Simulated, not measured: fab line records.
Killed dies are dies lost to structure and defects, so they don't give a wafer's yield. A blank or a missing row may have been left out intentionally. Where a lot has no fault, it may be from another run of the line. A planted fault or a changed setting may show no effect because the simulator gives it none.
A struck lot beside a sound one -- flow n5Finfet -- 39 out of 1938 route steps
Sound: these wafers, L470.1, L470.3, L470.6. Struck: wafers L453.3, L453.6 (left out: L453.1, a lot-mate that was not struck); the cause follows at the end.
Each step with rows lists, per side, the tool, then ch with its chambers, then its first start. Under that, the readings that differ: sound wafers -- struck wafers -- difference of the means -- sigmas: that difference in standard deviations of wafers without a fault.
alike: words and numbers the same on both sides, and readings whose means are apart by under 2 such deviations; not compared: readings that were withheld, readings missing a value for some wafer, numbers with overlapping values and no deviation given by the record, and bounds like >300 which may hide the same value.
Wherever a step has rows on one side only, a row that says differs or no value, or a row with sigmas, the two part there. When numbers do not overlap yet have no deviation, they are printed without sigmas and do not part them. A reading that every wafer of one side lacks parts them only if that side has two wafers or more.

first, 9 steps without rows for these wafers: N5_MOL_CONTACT_COAG_PRE_CLEAN_142 (time 60 s); N5_MOL_CONTACT_COAG_SPUTTER_130 (material Co, target thk 47.5 nm); N5_MOL_CONTACT_COAG_PRECLEAN_125 (cleans in DIW, time 57.5 s); N5_MOL_CONTACT_COAG_SRD_126 (dry time 32 s); N5_MOL_CONTACT_COAG_CMP_23 (polishes, stops on SiO2, t overpolish 1.5 s, target thk 0 nm); N5_MOL_CONTACT_COAG_WET_ETCH_26 (target Co, target depth 13 nm); N5_MOL_CONTACT_COAG_WET_ETCH_116 (etches the open film in SC1-inhibited, target depth 4.6 nm, rinse time 30 s); N5_MOL_CONTACT_COAG_ALD_27 (deposits SiOC, target thk 17 nm, pulse time 1.5 s, time 2720 s); N5_MOL_CONTACT_COAG_CMP_28 (polishes, stops on SiNx, t overpolish 0.85 s, target thk 14.522 nm).
N5_MOL_CONTACT_COAG_ALD_123: deposits SiNx, target thk 5 nm, pulse time 1 s, purge time 2 s.
  sound on aldSin-03 ch 2,3, day 10 04:23; struck on aldSin-02 ch 1,3, day 6 02:10
reading,sound,struck,difference,sigmas
aldCycles,100 100 100,132 132,+32,
model.SiNx_of_MOL_CONTACT_COAG_ALD_123.thkNm (nm),5 5 5,6.6 6.6,+1.6,
  alike: heaterPowerW, precursorPulseHeightRel
then, 26 steps without rows for these wafers: N5_MOL_CONTACT_COAG_PECVD_31 (deposits SiO2 from TEOS/O2, target thk 46 nm, time 8.9 s); N5_MOL_CONTACT_COAG_COAT_75 (time 60 s, resist thk 60 nm); N5_MOL_CONTACT_COAG_COAT_76 (time 60 s, resist thk 10 nm); N5_MOL_CONTACT_COAG_COAT_77 (time 60 s, resist thk 10 nm); N5_MOL_CONTACT_COAG_COAT_78 (resist thk 40 nm); N5_MOL_CONTACT_COAG_EBR_80; N5_MOL_CONTACT_COAG_SOFTBAKE_79 (time 60 s); N5_MOL_CONTACT_COAG_EXPOSE_81 (exposes mask VG, defocus 0 nm); N5_MOL_CONTACT_COAG_PEB_82 (peb time 60 s); N5_MOL_CONTACT_COAG_DEVELOP_83 (develop time 30 s); N5_MOL_CONTACT_COAG_DESCUM_88 (chemistry O2, time 7 s); N5_MOL_CONTACT_COAG_ETCH_89 (etches underlayer in N2/H2, target depth 13 nm, time 10.4 s); N5_MOL_CONTACT_COAG_ETCH_90 (etches SiARC in CF4, target depth 13 nm, time 21.7 s); N5_MOL_CONTACT_COAG_ALD_131 (deposits SiO2, target thk 5 nm, pulse time 1 s, co reactant pulse time 1 s); N5_MOL_CONTACT_COAG_ETCHBACK_132 (etches SiO2 in CHF3, target depth 10 nm, time 6.7 s); N5_MOL_CONTACT_COAG_ETCH_91 (etches SOC in N2/H2, target depth 60 nm, overetch 21 nm, time 101.2 s); N5_MOL_CONTACT_COAG_STRIP_92 (strips in N2/H2); N5_MOL_CONTACT_COAG_STRIP_93 (strips in N2/H2); N5_MOL_CONTACT_COAG_ETCHBACK_135 (etches SiO2 in CHF3, target depth 25 nm, time 16.7 s); N5_MOL_CONTACT_COAG_STRIP_118 (strips in CHF3); N5_MOL_CONTACT_COAG_VIA_ETCH_46 (etches SiO2 in C4F6/O2, target depth 46 nm, overetch 9.2 nm, time 40 s); N5_MOL_CONTACT_COAG_STRIP_96 (strips in N2/H2); N5_MOL_CONTACT_COAG_ETCH_47 (etches SiNx in CH3F/O2, stops on W, target depth 27 nm); N5_MOL_CONTACT_COAG_STRIP_119 (strips in N2/H2, time 30 s); N5_MOL_CONTACT_COAG_PRECLEAN_144 (cleans in alkaline clean, time 60 s); N5_MOL_CONTACT_COAG_SRD_145 (time 30 s).
N5_MOL_CONTACT_COAG_ETCH_124: etches SiNx in CH3F/O2, stops on SiOC, target depth 6.5 nm.
  sound on rieDiel-05 ch 1,2,3, day 10 10:23; struck on rieDiel-05 ch 0,1, day 6 05:53
reading,sound,struck,difference,sigmas
CH3F_flow_sccm (sccm),29.90 29.98 29.93,30.22 30.08,+0.21,+2
model.etch.depthNm (nm),5.006 5.011 4.989,6.394 6.325,+1.358,
  alike: drypumpMotorCurrentA, oesProductAu, rfVppV, showerheadPlenumPTorr, throttleValvePct
  not compared: rfHoursCounterH
-- record jumps: 3 days separate the struck wafers' starts on either side; left off in module MOL_CONTACT_COAG, taken up again in module BEOL_M4, whose first shown step is the route's number 1111 --
N5_BEOL_M4_RC_MEAS_101:
  sound on prober-02 ch 0, day 13 05:02; struck on prober-02 ch 0, day 9 03:23
reading,sound,struck,difference,sigmas
DIBL_N (mV/V),33.9 34.6 34.1,37.6 38.9,+4.0,+2
DIBL_P (mV/V),32.4 33.8 33.3,36.7 38.3,+4.3,+2
  alike: IOFF_N, IOFF_P, ION_N, ION_P, SS_N, SS_P, VT_N, VT_P
-- here the record skips 4 days between the struck wafers' starts before and after, leaving off in module BEOL_M4 and picking up in module PASSIVATION (first step shown: number 1936 of the route) --
N5_PASSIVATION_PROBE_49:
  sound on prober-01, day 17 14:25; struck on prober-01, day 13 05:15
  alike: defectLimitedYield, killed_at_M0_to_M3, killed_at_M4_up, killedAtContacts, killedAtFrontEnd, killedAtOther, killedDies, killedOpen, killedShort, sort_bin_4_leakage, sort_bin_5_function, sort_bin_6_memory, sort_bin_8_speed, sortNPass, sortYieldPct

WHERE THEY PART
At N5_MOL_CONTACT_COAG_ETCH_124 first; at N5_BEOL_M4_RC_MEAS_101 last (within this record only). Later steps at which nothing parts them and some readings are alike: N5_PASSIVATION_PROBE_49.

WHY: what had been put in by the simulator
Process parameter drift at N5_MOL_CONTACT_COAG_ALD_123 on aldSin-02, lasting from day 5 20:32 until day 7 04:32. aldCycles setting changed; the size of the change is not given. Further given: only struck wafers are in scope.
